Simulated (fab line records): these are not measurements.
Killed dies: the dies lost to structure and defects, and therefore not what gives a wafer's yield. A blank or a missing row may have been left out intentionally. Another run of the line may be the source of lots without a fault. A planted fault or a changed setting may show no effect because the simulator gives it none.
Which tool did it?	flow nand_harc	Sampling: 24 lots, 72 wafers, 6 of 1302 route steps

WHAT THE GAUGES SHOWED, per wafer
Not one reading of a measure or inspect step in the record can be checked against a usual standard deviation.

WHICH TOOL RAN EACH LOT (tool, then ch and the chambers of the sampled wafers, then the start)
lot	NHARC_A_STAIRCASE_STRIP_205	NHARC_A_STAIRCASE_TRIM_231	NHARC_A_STAIRCASE_STRIP_254	NHARC_A_STAIRCASE_HM_DEP_456	NHARC_A_STAIRCASE_DESCUM_270	NHARC_A_STAIRCASE_HM_OPEN_457
L074	plasma_asher-02 ch 0, day 15 21:46	rie_diel-10 ch 0,2, day 16 03:13 or earlier	plasma_asher-01 ch 0, day 16 03:13	acl_dep-03 ch 0, day 16 05:16	rie_diel-11 ch 0,1, day 16 07:50	rie_diel-11 ch 1,2, no start
L076	plasma_asher-02 ch 0,1, day 16 07:34	rie_diel-11 ch 1,3, day 16 13:22 or earlier	plasma_asher-02 ch 0,1, day 16 13:22	acl_dep-03 ch 0, day 16 14:34	rie_diel-11 ch 0,1,2, day 16 19:32	rie_diel-11 ch 0,1,2, no start
L075	plasma_asher-01 ch 0,1, day 16 07:52	rie_diel-02 ch 1,3, day 16 13:39 or earlier	plasma_asher-02 ch 0,1, day 16 13:39	acl_dep-02 ch 0, day 16 14:47	rie_diel-11 ch 0,3, day 16 19:35	rie_diel-11 ch 1,3, no start
L077	plasma_asher-01 ch 0,1, day 17 03:37	rie_diel-02 ch 0,1,2, day 17 09:08 or earlier	plasma_asher-01 ch 0,1, day 17 09:08	acl_dep-01 ch 0, day 17 11:52	rie_diel-11 ch 0,2,3, day 17 17:32	rie_diel-11 ch 0,1,3, no start
L079	plasma_asher-01 ch 0,1, day 17 21:00	rie_diel-02 ch 0,3, day 18 02:54 or earlier	plasma_asher-01 ch 0,1, day 18 02:54	acl_dep-01 ch 0, day 18 03:58	rie_diel-02 ch 0,1, day 18 06:33	rie_diel-02 ch 0,3, no start
L078	plasma_asher-02 ch 0,1, day 17 21:32	rie_diel-11 ch 0,3, day 18 03:18 or earlier	plasma_asher-02 ch 0,1, day 18 03:18	acl_dep-02 ch 0, day 18 04:07	rie_diel-11 ch 1,2,3, day 18 06:53	rie_diel-11 ch 1,2,3, no start
L081	plasma_asher-01 ch 0, day 18 21:25	rie_diel-11 ch 0,1, day 19 02:30 or earlier	plasma_asher-01 ch 0,1, day 19 02:30	acl_dep-02 ch 0, day 19 05:09	rie_diel-02 ch 0,3, day 19 08:16	rie_diel-02 ch 0,1, no start
L080	plasma_asher-01 ch 0,1, day 18 21:53	rie_diel-02 ch 0,1,2, day 19 03:19 or earlier	plasma_asher-01 ch 0,1, day 19 03:19	acl_dep-02 ch 0, day 19 06:59	rie_diel-10 ch 0,2,3, day 19 09:43	rie_diel-10 ch 1,2,3, no start
L082	plasma_asher-01 ch 0,1, day 19 16:22	rie_diel-11 ch 2,3, day 19 21:32 or earlier	plasma_asher-01 ch 1, day 19 21:32	acl_dep-01 ch 0, day 20 03:21	rie_diel-10 ch 0,1, day 20 05:48	rie_diel-10 ch 0,1,2, no start
L083	plasma_asher-02 ch 0,1, day 19 16:53	rie_diel-11 ch 1,2, day 19 22:40 or earlier	plasma_asher-01 ch 0,1, day 19 22:40	acl_dep-03 ch 0, day 20 03:28	rie_diel-11 ch 1,2,3, day 20 06:04	rie_diel-11 ch 1,3, no start
L084	plasma_asher-01 ch 1, day 20 04:15	rie_diel-10 ch 0,2,3, day 20 12:10 or earlier	plasma_asher-02 ch 0,1, day 20 12:10	acl_dep-02 ch 0, day 20 12:55	rie_diel-02 ch 1,2, day 20 15:45	rie_diel-02 ch 0,1,3, no start
L085	plasma_asher-01 ch 0,1, day 20 07:31	rie_diel-02 ch 1,2, day 20 10:44	plasma_asher-01 ch 0,1, day 20 14:16	acl_dep-02 ch 0, day 20 15:05	rie_diel-02 ch 0,2,3, day 20 17:49	rie_diel-02 ch 0,1,3, no start
L086	plasma_asher-02 ch 0,1, day 20 21:22	rie_diel-11 ch 1,2,3, day 21 02:48 or earlier	plasma_asher-01 ch 0,1, day 21 02:48	acl_dep-02 ch 0, day 21 07:16	rie_diel-02 ch 0,1,3, day 21 09:06	rie_diel-02 ch 2,3, no start
L088	plasma_asher-01 ch 0,1, day 21 23:26	rie_diel-11 ch 1,2, day 22 04:36 or earlier	plasma_asher-02 ch 0,1, day 22 04:36	acl_dep-01 ch 0, day 22 05:22	rie_diel-11 ch 0,3, day 22 08:11	rie_diel-11 ch 2,3, no start
L087	plasma_asher-02 ch 0,1, day 22 05:53	rie_diel-11 ch 0,3, day 22 14:02 or earlier	plasma_asher-02 ch 0,1, day 22 14:02	acl_dep-01 ch 0, day 22 15:20	rie_diel-02 ch 0,1, day 22 17:37	rie_diel-02 ch 1,2, no start
L089	plasma_asher-01 ch 0,1, day 22 12:47	rie_diel-11 ch 0,1, day 22 21:39 or earlier	plasma_asher-02 ch 0,1, day 22 21:39	acl_dep-02 ch 0, day 22 22:50	rie_diel-11 ch 1,2,3, day 23 01:20	rie_diel-11 ch 0,3, no start
L090	plasma_asher-02 ch 0,1, day 22 13:24	rie_diel-02 ch 0,2, day 22 19:30 or earlier	plasma_asher-02 ch 1, day 22 19:30	acl_dep-02 ch 0, day 22 20:23	rie_diel-02 ch 2,3, day 22 23:06	rie_diel-02 ch 0,1,3, no start
L091	plasma_asher-01 ch 0,1, day 23 01:35	rie_diel-11 ch 0,1, day 23 08:05 or earlier	plasma_asher-01 ch 0,1, day 23 08:05	acl_dep-01 ch 0, day 23 11:33	rie_diel-11 ch 0,3, day 23 14:05	rie_diel-11 ch 0,1, no start
L092	plasma_asher-01 ch 0,1, day 23 10:35	rie_diel-10 ch 0,2, day 23 15:58 or earlier	plasma_asher-01 ch 0,1, day 23 15:58	acl_dep-02 ch 0, day 23 16:47	rie_diel-02 ch 0,2, day 23 19:34	rie_diel-02 ch 1,3, no start
L093	plasma_asher-01 ch 0,1, day 23 21:18	rie_diel-11 ch 0,1,3, day 24 02:41 or earlier	plasma_asher-02 ch 0,1, day 24 02:41	acl_dep-02 ch 0, day 24 04:01	rie_diel-11 ch 0,1,2, day 24 06:37	rie_diel-11 ch 1,3, no start
L094	plasma_asher-02 ch 0,1, day 24 13:03	rie_diel-11 ch 1,2, day 24 18:27 or earlier	plasma_asher-02 ch 0,1, day 24 18:27	acl_dep-02 ch 0, day 24 20:48	rie_diel-11 ch 0,3, day 24 23:02	rie_diel-11 ch 0,1,2, no start
L095	plasma_asher-01 ch 0,1, day 24 14:13	rie_diel-11 ch 0,1,2, day 24 19:31 or earlier	plasma_asher-02 ch 0,1, day 24 19:31	acl_dep-01 ch 0, day 24 20:47	rie_diel-10 ch 0,2,3, day 24 23:36	rie_diel-10 ch 0,1,2, no start
L097	plasma_asher-01 ch 0,1, day 25 05:55	rie_diel-10 ch 0,1, day 25 11:25 or earlier	plasma_asher-02 ch 0,1, day 25 11:25	acl_dep-02 ch 0, day 25 14:14	rie_diel-11 ch 0,3, day 25 16:32	rie_diel-11 ch 2,3, no start
L096	plasma_asher-02 ch 0,1, day 25 05:56	rie_diel-02 ch 1,2,3, day 25 11:35 or earlier	plasma_asher-01 ch 0,1, day 25 11:35	acl_dep-03 ch 0, day 25 14:44	rie_diel-02 ch 0,1, day 25 17:22	rie_diel-02 ch 2,3, no start
- NHARC_A_STAIRCASE_STRIP_205: strips in O2.
- NHARC_A_STAIRCASE_TRIM_231: chemistry O2, time 211.2 s.
- NHARC_A_STAIRCASE_STRIP_254: strips in O2.
- NHARC_A_STAIRCASE_HM_DEP_456: deposits aC, target thk 3100 nm.
- NHARC_A_STAIRCASE_DESCUM_270: chemistry O2, time 3 s.
- NHARC_A_STAIRCASE_HM_OPEN_457: chemistry O2/COS.

WHAT THE TOOLS THEMSELVES READ (means of the sampled wafers that have a number; where no wafer has one, the mark that the record gives instead)
NHARC_A_STAIRCASE_STRIP_205. Usual: drypump_motor_current_A 5.6 A, standard deviation 0.44; heater_power_w 307 W, standard deviation 34.
lot	tool	drypump_motor_current_A (A)	heater_power_w (W)	flag
L074	plasma_asher-02	5.7	363	
L076	plasma_asher-02	5.5	358	
L075	plasma_asher-01	5.9	284	
L077	plasma_asher-01	6.0	279	
L079	plasma_asher-01	5.7	280	
L078	plasma_asher-02	5.5	361	
L081	plasma_asher-01	5.4	288	
L080	plasma_asher-01	5.9	279	
L082	plasma_asher-01	5.7	285	
L083	plasma_asher-02	5.2	348	
L084	plasma_asher-01	6.2	277	
L085	plasma_asher-01	5.9	282	
L086	plasma_asher-02	5.5	344	
L088	plasma_asher-01	5.7	284	
L087	plasma_asher-02	5.5	348	
L089	plasma_asher-01	5.7	284	
L090	plasma_asher-02	5.2	352	
L091	plasma_asher-01	5.9	278	
L092	plasma_asher-01	5.9	276	
L093	plasma_asher-01	5.7	282	
L094	plasma_asher-02	5.5	342	
L095	plasma_asher-01	6.0	275	
L097	plasma_asher-01	5.7	282	
L096	plasma_asher-02	5.5	348	

NHARC_A_STAIRCASE_TRIM_231. Usual: drypump_motor_current_A 5.8 A, standard deviation 0.47; mfc_ar_sccm 0.003 sccm, standard deviation 0.0079; oes_product_au 1.000 a.u., standard deviation 0.0094; rf_vpp_V 57.9 V, standard deviation 0.84; showerhead_plenum_p_Torr 3.58 Torr, standard deviation 0.17; throttle_valve_pct 17.035 %, standard deviation 0.0096.
lot	tool	drypump_motor_current_A (A)	mfc_ar_sccm (sccm)	oes_product_au (a.u.)	rf_vpp_V (V)	showerhead_plenum_p_Torr (Torr)	throttle_valve_pct (%)	flag
L074	rie_diel-10	5.4	0.011	1.004	57.7	3.53	17.037	
L076	rie_diel-11	6.0	0.003	0.992	58.4	3.45	17.050	
L075	rie_diel-02	5.3	0.000	1.003	57.4	3.66	17.032	
L077	rie_diel-02	5.9	0.000	0.983	58.0	3.57	17.038	
L079	rie_diel-02	5.8	0.000	0.986	57.1	3.39	17.041	
L078	rie_diel-11	5.7	0.000	0.999	57.7	3.61	17.042	
L081	rie_diel-11	5.4	0.003	0.994	57.8	3.69	17.028	
L080	rie_diel-02	5.8	0.000	0.996	57.7	3.57	17.036	
L082	rie_diel-11	6.1	0.000	0.998	57.5	3.66	17.032	
L083	rie_diel-11	5.9	0.003	1.000	57.1	3.74	17.023	
L084	rie_diel-10	5.8	0.017	1.002	58.1	3.69	17.041	
L085	rie_diel-02	6.0	0.000	1.003	57.7	3.66	17.043	
L086	rie_diel-11	5.9	0.003	1.006	57.9	3.58	17.045	
L088	rie_diel-11	5.6	0.005	1.011	57.8	3.67	17.038	
L087	rie_diel-11	5.7	0.000	0.996	57.5	3.59	17.028	
L089	rie_diel-11	5.4	0.005	1.005	57.9	3.63	17.053	
L090	rie_diel-02	6.2	0.000	0.990	57.8	3.52	17.041	
L091	rie_diel-11	5.4	0.003	0.999	58.5	3.67	17.029	
L092	rie_diel-10	5.2	0.005	1.002	57.6	3.73	17.034	
L093	rie_diel-11	5.7	0.003	1.004	57.8	3.55	17.035	
L094	rie_diel-11	5.9	0.003	1.001	58.4	3.72	17.036	
L095	rie_diel-11	5.6	0.003	1.004	58.3	3.69	17.033	
L097	rie_diel-10	6.1	0.005	1.004	57.8	3.44	17.030	
L096	rie_diel-02	5.7	0.000	1.000	58.6	3.60	17.033	

NHARC_A_STAIRCASE_STRIP_254. Usual: drypump_motor_current_A 5.6 A, standard deviation 0.44; heater_power_w 315 W, standard deviation 34.
lot	tool	drypump_motor_current_A (A)	heater_power_w (W)	flag
L074	plasma_asher-01	5.4	287	
L076	plasma_asher-02	5.2	358	
L075	plasma_asher-02	5.5	357	
L077	plasma_asher-01	5.7	286	
L079	plasma_asher-01	5.7	284	
L078	plasma_asher-02	5.5	359	
L081	plasma_asher-01	5.9	279	
L080	plasma_asher-01	5.7	285	
L082	plasma_asher-01	6.2	277	
L083	plasma_asher-01	5.7	285	
L084	plasma_asher-02	5.2	348	
L085	plasma_asher-01	5.9	281	
L086	plasma_asher-01	5.9	283	
L088	plasma_asher-02	5.5	344	
L087	plasma_asher-02	5.3	351	
L089	plasma_asher-02	5.3	341	
L090	plasma_asher-02	5.0	345	
L091	plasma_asher-01	5.7	279	
L092	plasma_asher-01	5.7	282	
L093	plasma_asher-02	5.5	350	
L094	plasma_asher-02	5.5	348	
L095	plasma_asher-02	5.2	340	
L097	plasma_asher-02	5.2	344	
L096	plasma_asher-01	5.9	281	

NHARC_A_STAIRCASE_HM_DEP_456. Usual: throttle_valve_pct 35.000 %, standard deviation 0.01.
lot	tool	throttle_valve_pct (%)	flag
L074	acl_dep-03	35.006	
L076	acl_dep-03	34.991	
L075	acl_dep-02	35.008	
L077	acl_dep-01	34.999	
L079	acl_dep-01	34.996	
L078	acl_dep-02	35.000	
L081	acl_dep-02	35.001	
L080	acl_dep-02	35.005	
L082	acl_dep-01	35.003	
L083	acl_dep-03	34.991	
L084	acl_dep-02	34.996	
L085	acl_dep-02	35.007	
L086	acl_dep-02	35.006	
L088	acl_dep-01	34.999	
L087	acl_dep-01	34.993	
L089	acl_dep-02	35.003	
L090	acl_dep-02	34.999	
L091	acl_dep-01	34.994	
L092	acl_dep-02	35.007	
L093	acl_dep-02	35.005	
L094	acl_dep-02	34.989	
L095	acl_dep-01	35.001	
L097	acl_dep-02	34.999	
L096	acl_dep-03	34.998	

NHARC_A_STAIRCASE_DESCUM_270. Usual: drypump_motor_current_A 5.8 A, standard deviation 0.46; mfc_ar_sccm 0.003 sccm, standard deviation 0.0074; oes_product_au 0.998 a.u., standard deviation 0.01; rf_vpp_V 57.8 V, standard deviation 0.94; showerhead_plenum_p_Torr 1.93 Torr, standard deviation 0.099; throttle_valve_pct 11.311 %, standard deviation 0.0084.
lot	tool	drypump_motor_current_A (A)	mfc_ar_sccm (sccm)	oes_product_au (a.u.)	rf_vpp_V (V)	showerhead_plenum_p_Torr (Torr)	throttle_valve_pct (%)	flag
L074	rie_diel-11	5.4	0.005	1.007	57.0	1.99	11.310	
L076	rie_diel-11	5.6	0.003	1.011	57.9	1.92	11.310	
L075	rie_diel-11	5.6	0.000	1.002	57.9	1.96	11.307	
L077	rie_diel-11	5.9	0.000	0.998	57.3	1.87	11.309	
L079	rie_diel-02	5.5	0.000	0.993	57.6	1.95	11.305	
L078	rie_diel-11	5.9	0.003	0.997	57.4	1.84	11.314	
L081	rie_diel-02	5.8	0.000	0.985	57.7	1.83	11.311	
L080	rie_diel-10	5.8	0.017	0.997	57.6	2.02	11.312	
L082	rie_diel-10	5.8	0.011	0.992	58.1	1.92	11.313	
L083	rie_diel-11	5.9	0.003	1.011	57.5	1.95	11.299	
L084	rie_diel-02	5.6	0.000	0.999	58.2	2.01	11.313	
L085	rie_diel-02	5.8	0.000	0.991	56.9	1.88	11.318	
L086	rie_diel-02	5.5	0.000	1.001	58.3	1.90	11.313	
L088	rie_diel-11	5.6	0.000	0.997	57.2	1.95	11.311	
L087	rie_diel-02	5.8	0.000	0.998	58.2	1.87	11.311	
L089	rie_diel-11	5.9	0.003	1.002	58.2	1.94	11.310	
L090	rie_diel-02	5.6	0.000	0.991	56.4	1.91	11.321	
L091	rie_diel-11	5.7	0.000	0.996	58.6	1.95	11.311	
L092	rie_diel-02	6.1	0.000	0.983	58.0	1.90	11.316	
L093	rie_diel-11	5.6	0.003	0.991	58.1	2.01	11.313	
L094	rie_diel-11	6.0	0.000	0.997	57.5	1.87	11.327	
L095	rie_diel-10	5.7	0.017	1.005	58.5	2.00	11.308	
L097	rie_diel-11	5.6	0.000	0.996	57.7	1.94	11.309	
L096	rie_diel-02	5.8	0.000	0.997	57.0	1.86	11.318	

NHARC_A_STAIRCASE_HM_OPEN_457. Usual: for drypump_motor_current_A, 5.8 A with a standard deviation of 0.45; for mfc_ar_sccm, 0.003 sccm with a standard deviation of 0.0069; for oes_product_au, 1.000 a.u. with a standard deviation of 0.01; for rf_fwd_power_W, 499.3 W with a standard deviation of 1.3; for rf_vpp_V, 468 V with a standard deviation of 3.3; for showerhead_plenum_p_Torr, 3.14 Torr with a standard deviation of 0.15; for throttle_valve_pct, 28.330 % with a standard deviation of 0.0083.
lot	tool	drypump_motor_current_A (A)	mfc_ar_sccm (sccm)	oes_product_au (a.u.)	rf_fwd_power_W (W)	rf_vpp_V (V)	showerhead_plenum_p_Torr (Torr)	throttle_valve_pct (%)	flag
L074	rie_diel-11	5.9	0.003	1.011	499.1	464	3.00	28.334	
L076	rie_diel-11	5.6	0.003	1.003	499.9	468	3.14	28.331	
L075	rie_diel-11	5.7	0.005	1.004	498.3	468	3.12	28.325	
L077	rie_diel-11	5.7	0.003	0.995	498.7	468	3.16	28.331	
L079	rie_diel-02	5.5	0.000	0.990	499.2	466	3.05	28.328	
L078	rie_diel-11	5.9	0.003	1.008	499.8	465	3.02	28.327	
L081	rie_diel-02	5.6	0.000	0.991	498.8	467	3.18	28.324	
L080	rie_diel-10	6.1	0.012	1.000	499.0	469	3.20	28.334	
L082	rie_diel-10	5.7	0.005	0.995	499.5	468	3.19	28.328	
L083	rie_diel-11	5.7	0.005	1.016	499.0	468	3.11	28.318	
L084	rie_diel-02	5.5	0.000	0.995	497.8	468	3.11	28.337	
L085	rie_diel-02	5.6	0.000	0.998	498.4	468	3.10	28.330	
L086	rie_diel-02	6.0	0.000	1.001	498.1	468	3.17	28.322	
L088	rie_diel-11	6.2	0.000	0.997	497.6	466	3.09	28.330	
L087	rie_diel-02	5.7	0.000	1.005	498.3	470	3.26	28.335	
L089	rie_diel-11	5.7	0.000	1.003	500.6	469	3.18	28.332	
L090	rie_diel-02	5.5	0.000	1.002	499.4	467	3.10	28.323	
L091	rie_diel-11	5.4	0.003	1.002	499.5	471	3.25	28.331	
L092	rie_diel-02	5.3	0.000	0.999	499.8	469	3.21	28.335	
L093	rie_diel-11	5.7	0.005	1.004	499.5	466	3.10	28.334	
L094	rie_diel-11	5.6	0.003	1.005	499.1	471	3.27	28.323	
L095	rie_diel-10	5.7	0.005	0.998	499.6	468	3.17	28.335	
L097	rie_diel-11	6.2	0.000	0.998	499.5	466	3.08	28.329	
L096	rie_diel-02	5.6	0.000	0.989	501.0	466	3.11	28.328	

THE ANSWER, worked out from the rows above alone
Rule: a lot counts as off when the mean over its wafers that have a number is more than 3 standard deviations away from the usual mean. Also off: a lot with no number at a reading for which 4 or more lots have one. Where the step has rows for the other lots, those lots are counted as sound. Order of review: gauges by route order, followed by the tools' own readings, for which a lot's mean as printed above is used. At the first step where some lot is off, the reading lying furthest off is the one used; lots without a number count as furthest.
No lot is off on any of the readings shown, so nothing can be concluded from this.

WHAT WAS PUT IN BY THE SIMULATOR
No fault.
